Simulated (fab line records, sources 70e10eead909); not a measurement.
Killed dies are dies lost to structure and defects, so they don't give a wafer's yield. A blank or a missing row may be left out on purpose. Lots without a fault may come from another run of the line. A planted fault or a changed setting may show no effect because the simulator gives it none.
fab line records | flow nand_harc
record lots=6 wafers=16 last_day=24
route steps=1159 shown A_ONON_D1@432 END@1159
lots that met no fault: from a run of the same line without faults
start_h: hours from the record's first day to the start of the lot's first wafer shown | wait_h: hours since the lot's step before | " the same as in the row above | L1.1+2: a row that stands for several wafers | - no value, or no start given | * or withheld: withheld | < > ~ a bound
route shown NAME@n: a module of which the file shows steps, and the number in the route of the first | usual: mean/standard deviation of fault-free wafers | same: alike in all rows | chamber/n: place in a boat | sites: the reading at each site | _std_site: their standard deviation | _edge_site: outer sites' mean less inner sites' | radius_mm: how far each site lies from the wafer's centre | mask NAME#n: copy n | behind: the tool/chamber that last shaped the wafer | hold: why the lot was held/for how many hours/how that ended | device: the transistor (n, p or np) that didn't switch | end of line: the same wafers' tests at the end of the route | a step without rows: its recipe alone | killed: dies lost to structure and defects at the first sort, not the wafer's yield | map: a wafer's dies, x killed, . not, _ none there
set.NAME: the setting as run; set.NAME@STEP: as run at that earlier step | model.NAME: the simulator's own value behind a step, which no gauge read
lots at some steps of the route; a table a step, a row a wafer
services: from which hour (start_h, from the record's first day; less than 0 if before it) a tool's chamber was out of use, for how many hours, and why
## steps
# step NHARC_A_ONON_D1_DEP_12
# recipe target_thk_a=10000 n2_flow_sccm=2750 n2o_flow_sccm=2000 nh3_flow_sccm=500 sih4_flow_sccm=210 temp_c=400
# step NHARC_A_ONON_D1_THK_MEAS_14
# recipe thk_meas_gauge=ellipsometry
# usual thk_nm=1001/12
# columns lot.wafer tool chamber start_h wait_h thk_nm
L169.3 film_metro-01 - 181.55 - 1007
L169.4 " - " " 1006
L169.5 " - " " 1008
L168.2 film_metro-02 - 181.56 - 998
L168.4 " - " " 999
L168.5 " - " " 995
L179.2 film_metro-02 - 236.92 - 1024
L179.4 " - " " 1025
L178.4 film_metro-01 - 249.07 - 987
L178.6 " - " " 987
L180.1 film_metro-02 - 260.23 - 1004
L180.3 " - " " 1003
L180.4 " - " " 1004
L182.1 film_metro-01 - 268.95 - 1012
L182.3 " - " " 1011
L182.4 " - " " 1011
# step NHARC_A_ONON_D1_ANNEAL_15
# recipe temp_c=750 time_s=3600
# step NHARC_A_ONON_D1_DEP_16
# recipe target_thk_a=10000 n2_flow_sccm=2750 n2o_flow_sccm=2000 nh3_flow_sccm=500 sih4_flow_sccm=210 temp_c=400
# step NHARC_A_ONON_D1_THK_MEAS_18
# recipe thk_meas_gauge=ellipsometry
# usual thk_nm=997/11
# columns lot.wafer tool chamber start_h wait_h thk_nm
L169.3 film_metro-01 - 188.66 - 993
L169.4 " - " " 995
L169.5 " - " " 995
L168.2 film_metro-02 - 188.66 - 986
L168.4 " - " " 987
L168.5 " - " " 986
L179.2 film_metro-02 - 244.04 - 1001
L179.4 " - " " 998
L178.4 film_metro-01 - 258.59 - 1000
L178.6 " - " " 999
L180.1 film_metro-01 - 270.98 - 1000
L180.3 " - " " 999
L180.4 " - " " 1000
L182.1 film_metro-01 - 278.64 - 994
L182.3 " - " " 994
L182.4 " - " " 995
# step NHARC_A_ONON_D1_DEP_19
# recipe target_thk_a=10000 n2_flow_sccm=2750 n2o_flow_sccm=2000 nh3_flow_sccm=500 sih4_flow_sccm=210 temp_c=400
# step NHARC_A_ONON_D1_THK_MEAS_21
# recipe thk_meas_gauge=ellipsometry
# usual thk_nm=1002/11
# columns lot.wafer tool chamber start_h wait_h thk_nm
L169.3 film_metro-02 - 189.22 - 989
L169.4 " - " " 991
L169.5 " - " " 989
L168.2 film_metro-02 - 189.26 - 1001
L168.4 " - " " 1003
L168.5 " - " " 1002
L179.2 film_metro-01 - 244.74 - 995
L179.4 " - " " 995
L178.4 film_metro-01 - 259.18 - 1005
L178.6 " - " " 1005
L180.1 film_metro-01 - 271.55 - 991
L180.3 " - " " 992
L180.4 " - " " 990
L182.1 film_metro-01 - 279.21 - 1000
L182.3 " - " " 998
L182.4 " - " " 999
# step NHARC_A_ONON_D1_DEP_22
# recipe target_thk_a=10000 n2_flow_sccm=2750 n2o_flow_sccm=2000 nh3_flow_sccm=500 sih4_flow_sccm=210 temp_c=400
# step NHARC_A_ONON_D1_THK_MEAS_24
# recipe thk_meas_gauge=ellipsometry
# usual thk_nm=1001/9.6
# columns lot.wafer tool chamber start_h wait_h thk_nm
L169.3 film_metro-02 - 189.79 - 1009
L169.4 " - " " 1008
L169.5 " - " " 1008
L168.2 film_metro-02 - 189.85 - 995
L168.4 " - " " 995
L168.5 " - " " 995
L179.2 film_metro-01 - 245.46 - 988
L179.4 " - " " 986
L178.4 film_metro-01 - 259.75 - 1003
L178.6 " - " " 1000
L180.1 film_metro-01 - 272.11 - 1007
L180.3 " - " " 1008
L180.4 " - " " 1006
L182.1 film_metro-01 - 279.78 - 998
L182.3 " - " " 997
L182.4 " - " " 998
# step NHARC_A_ONON_D1_DEP_25
# recipe target_thk_a=10000 n2_flow_sccm=2750 n2o_flow_sccm=2000 nh3_flow_sccm=500 sih4_flow_sccm=210 temp_c=400
# step NHARC_A_ONON_D1_THK_MEAS_27
# recipe thk_meas_gauge=ellipsometry
# usual thk_nm=1002/11
# columns lot.wafer tool chamber start_h wait_h thk_nm
L169.3 film_metro-01 - 190.36 - 992
L169.4 " - " " 994
L169.5 " - " " 993
L168.2 film_metro-02 - 190.43 - 994
L168.4 " - " " 994
L168.5 " - " " 996
L179.2 film_metro-01 - 246.50 - 1007
L179.4 " - " " 1008
L178.4 film_metro-02 - 260.31 - 1015
L178.6 " - " " 1016
L180.1 film_metro-01 - 272.70 - 981
L180.3 " - " " 981
L180.4 " - " " 980
L182.1 film_metro-01 - 280.34 - 1002
L182.3 " - " " 1003
L182.4 " - " " 1002
# step NHARC_A_ONON_D1_DEP_28
# recipe target_thk_a=10000 n2_flow_sccm=2750 n2o_flow_sccm=2000 nh3_flow_sccm=500 sih4_flow_sccm=210 temp_c=400
# usual susceptor_temp_C=399.96/0.19
# columns lot.wafer tool chamber start_h wait_h susceptor_temp_C
L169.3 pecvd_onon-01 0 190.53 0.2 400.01
L169.4 " 0 " " 399.70
L169.5 " 0 " " 400.01
L168.2 pecvd_onon-03 0 190.54 0.1 399.93
L168.4 " 0 " " 399.67
L168.5 " 0 " " 399.64
L179.2 pecvd_onon-01 0 246.77 0.3 400.04
L179.4 " 0 " " 400.11
L178.4 pecvd_onon-01 0 260.54 0.2 399.69
L178.6 " 0 " " 399.91
L180.1 pecvd_onon-03 0 272.76 0.1 400.07
L180.3 " 0 " " 400.00
L180.4 " 0 " " 400.15
L182.1 pecvd_onon-04 0 280.39 0.1 399.68
L182.3 " 0 " " 399.73
L182.4 " 0 " " 400.05
# step NHARC_A_ONON_D1_THK_MEAS_30
# recipe thk_meas_gauge=ellipsometry
# usual thk_nm=1000/9.3
# columns lot.wafer tool chamber start_h wait_h thk_nm
L169.3 film_metro-02 - 190.93 - 992
L169.4 " - " " 991
L169.5 " - " " 991
L168.2 film_metro-01 - 191.00 - 1007
L168.4 " - " " 1007
L168.5 " - " " 1009
L179.2 film_metro-01 - 247.21 - 1014
L179.4 " - " " 1631
L178.4 film_metro-02 - 260.88 - 1640
L178.6 " - " " 1641
L180.1 film_metro-01 - 273.27 - 996
L180.3 " - " " 996
L180.4 " - " " 997
L182.1 film_metro-01 - 280.90 - 989
L182.3 " - " " 990
L182.4 " - " " 990
# step NHARC_A_ONON_D1_DEP_33
# recipe target_thk_a=2000 temp_c=400 pressure_torr=6.5 rf_w=900 teos_flow_sccm=161.4 flow_sccm=2650 target_thk_nm=200 gas=O2 material=SiO2
# usual heater_power_w=584/83 rf_fwd_power_W=898.1/2.7 susceptor_temp_C=400.00/0.21 throttle_valve_pct=16.1/0.37
# columns lot.wafer tool chamber start_h wait_h heater_power_w rf_fwd_power_W susceptor_temp_C throttle_valve_pct
L168.2 pecvd-04 2 191.08 0.1 651 896.5 399.93 16.5
L168.4 " 0 " " 431 899.1 400.12 15.8
L168.5 " 1 " " 422 900.1 400.09 15.6
L169.3 pecvd-03 2 191.13 0.2 603 898.7 400.15 16.0
L169.5 " 0 " " 611 900.5 399.93 16.2
L169.4 " 2 " " 620 896.8 399.81 15.9
L179.2 pecvd-03 1 248.05 0.8 676 900.9 400.26 16.2
L179.4 " 2 " " 612 899.8 400.11 16.1
L178.4 pecvd-03 0 261.13 0.3 623 897.0 400.22 16.5
L178.6 " 0 " " 613 899.3 400.14 16.5
L180.1 pecvd-03 1 273.40 0.1 522 898.9 400.16 16.2
L180.4 " 0 " " 650 896.5 400.14 16.4
L180.3 " 1 " " 530 901.8 400.16 16.1
L182.3 pecvd-03 2 280.96 0.1 519 898.0 400.04 16.2
L182.1 " 0 " " 625 896.0 400.16 16.5
L182.4 " 0 " " 625 895.0 399.88 16.3
# step NHARC_END_SORT_01
# recipe temp_c=25
# usual killed_at_array=25/9.2 killed_at_other=0.9/1.3 killed_at_periphery=3.3/2.3 killed_dies=29/9.6 killed_open=3.2/1.8 killed_short=2/1.4
# same gross_dies=677
# columns lot.wafer tool chamber start_h wait_h killed_at_array killed_at_other killed_at_periphery killed_dies killed_open killed_short
L179.4 prober-01 0 531.91 3.4 670 1 6 677 3 1
L178.4 prober-02 0 544.38 3.3 671 5 1 677 4 5
L178.6 prober-02 0 545.94 3.9 672 5 0 677 1 2
# killed by level:class
L179.4 A_ONON_D1:area_dep=656 A_CHANNEL_HOLE_D1:chamber_film_flake=5 A_STAIRCASE:chamber_film_flake=3 A_CONTACT:chamber_film_flake=3 P_CONTACT:chamber_film_flake=2 P_GATE:geometric_particle:short=1 P_M0:geometric_particle:open=1 P_M1:geometric_particle:open=1
L178.4 A_ONON_D1:area_dep=644 A_STAIRCASE:chamber_film_flake=9 A_CHANNEL_HOLE_D1:chamber_film_flake=5 THIN_TSV:chamber_film_flake=5 A_WL_FILL:geometric_particle:short=4 A_SLIT:chamber_film_flake=4 A_ONON_D1:geometric_particle:open=2 P_M0:geometric_particle:open=1
L178.6 A_ONON_D1:area_dep=647 A_STAIRCASE:chamber_film_flake=11 A_CHANNEL_HOLE_D1:chamber_film_flake=5 THIN_TSV:chamber_film_flake=5 A_SLIT:chamber_film_flake=3 A_CONTACT:chamber_film_flake=3 A_ONON_D1:geometric_particle:short=2 A_CONTACT:geometric_particle:open=1
# map L178.4 (x killed, . not)
____________x____________
_________xxxxxxx_________
_______xxxxxxxxxxx_______
______xxxxxxxxxxxxx______
_____xxxxxxxxxxxxxxx_____
____xxxxxxxxxxxxxxxxx____
____xxxxxxxxxxxxxxxxx____
___xxxxxxxxxxxxxxxxxxx___
___xxxxxxxxxxxxxxxxxxx___
__xxxxxxxxxxxxxxxxxxxxx__
__xxxxxxxxxxxxxxxxxxxxx__
_xxxxxxxxxxxxxxxxxxxxxxx_
_xxxxxxxxxxxxxxxxxxxxxxx_
_xxxxxxxxxxxxxxxxxxxxxxx_
_xxxxxxxxxxxxxxxxxxxxxxx_
_xxxxxxxxxxxxxxxxxxxxxxx_
xxxxxxxxxxxxxxxxxxxxxxxxx
xxxxxxxxxxxxxxxxxxxxxxxxx
xxxxxxxxxxxxxxxxxxxxxxxxx
xxxxxxxxxxxxxxxxxxxxxxxxx
xxxxxxxxxxxxxxxxxxxxxxxxx
_xxxxxxxxxxxxxxxxxxxxxxx_
_xxxxxxxxxxxxxxxxxxxxxxx_
_xxxxxxxxxxxxxxxxxxxxxxx_
_xxxxxxxxxxxxxxxxxxxxxxx_
_xxxxxxxxxxxxxxxxxxxxxxx_
__xxxxxxxxxxxxxxxxxxxxx__
__xxxxxxxxxxxxxxxxxxxxx__
___xxxxxxxxxxxxxxxxxxx___
___xxxxxxxxxxxxxxxxxxx___
____xxxxxxxxxxxxxxxxx____
____xxxxxxxxxxxxxxxxx____
_____xxxxxxxxxxxxxxx_____
______xxxxxxxxxxxxx______
_______xxxxxxxxxxx_______
_________xxxxxxx_________
____________x____________
# map L179.4 (x killed, . not)
____________x____________
_________xxxxxxx_________
_______xxxxxxxxxxx_______
______xxxxxxxxxxxxx______
_____xxxxxxxxxxxxxxx_____
____xxxxxxxxxxxxxxxxx____
____xxxxxxxxxxxxxxxxx____
___xxxxxxxxxxxxxxxxxxx___
___xxxxxxxxxxxxxxxxxxx___
__xxxxxxxxxxxxxxxxxxxxx__
__xxxxxxxxxxxxxxxxxxxxx__
_xxxxxxxxxxxxxxxxxxxxxxx_
_xxxxxxxxxxxxxxxxxxxxxxx_
_xxxxxxxxxxxxxxxxxxxxxxx_
_xxxxxxxxxxxxxxxxxxxxxxx_
_xxxxxxxxxxxxxxxxxxxxxxx_
xxxxxxxxxxxxxxxxxxxxxxxxx
xxxxxxxxxxxxxxxxxxxxxxxxx
xxxxxxxxxxxxxxxxxxxxxxxxx
xxxxxxxxxxxxxxxxxxxxxxxxx
xxxxxxxxxxxxxxxxxxxxxxxxx
_xxxxxxxxxxxxxxxxxxxxxxx_
_xxxxxxxxxxxxxxxxxxxxxxx_
_xxxxxxxxxxxxxxxxxxxxxxx_
_xxxxxxxxxxxxxxxxxxxxxxx_
_xxxxxxxxxxxxxxxxxxxxxxx_
__xxxxxxxxxxxxxxxxxxxxx__
__xxxxxxxxxxxxxxxxxxxxx__
___xxxxxxxxxxxxxxxxxxx___
___xxxxxxxxxxxxxxxxxxx___
____xxxxxxxxxxxxxxxxx____
____xxxxxxxxxxxxxxxxx____
_____xxxxxxxxxxxxxxx_____
______xxxxxxxxxxxxx______
_______xxxxxxxxxxx_______
_________xxxxxxx_________
____________x____________
## services
# columns tool chamber start_h hours kind
pecvd_onon-01 - 195.00 13.0 pm
pecvd-04 - 195.70 13.0 pm
pecvd-04 0 195.70 13.0 vent_cycle
pecvd-04 1 195.70 13.0 vent_cycle
pecvd-04 2 195.70 13.0 vent_cycle
pecvd-04 0 208.70 - clean
pecvd-04 1 208.70 - clean
pecvd-04 2 208.70 - clean
pecvd-03 - 230.20 2.3 repair
pecvd_onon-04 - 237.00 13.0 pm
pecvd-03 2 253.54 20.1 repair
## key
first_sign step=NHARC_A_ONON_D1_THK_MEAS_30 reading=thk_nm direction=up sigmas=68 usual=1000 struck=1637
effect step=NHARC_END_SORT_01 reading=killed_at_array direction=up sigmas=70 usual=25 struck=671
more_kills_born_at NHARC_A_ONON_D1_DEP_28@pecvd_onon-01=1947
met_at NHARC_A_ONON_D1_DEP_28
struck_wafers L178.4,L178.6,L179.4
later_rows_left_out L178.4,L178.6,L179.4
tester_left_out L178,L179
onset_between 190.53 246.77
fault kind=process_parameter_drift tool=pecvd_onon-01 chamber=- onset_h=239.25 steps=NHARC_A_ONON_D1_DEP_28 channel=target_thk_a offset=* shape=step end_h=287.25 scope=struck_wafers_only acts_in=* stated=*
# tester_left_out: of these lots the tester's yield and bins aren't shown, on N5 and GAA mostly nor the transistor test; their killed dies are dies lost to structure and defects alone, not to doping, threshold or leakage, so they don't give the yield
# later_rows_left_out: the simulator's readings of these wafers behind a module that went badly wrong aren't trusted and aren't shown, but for the sort
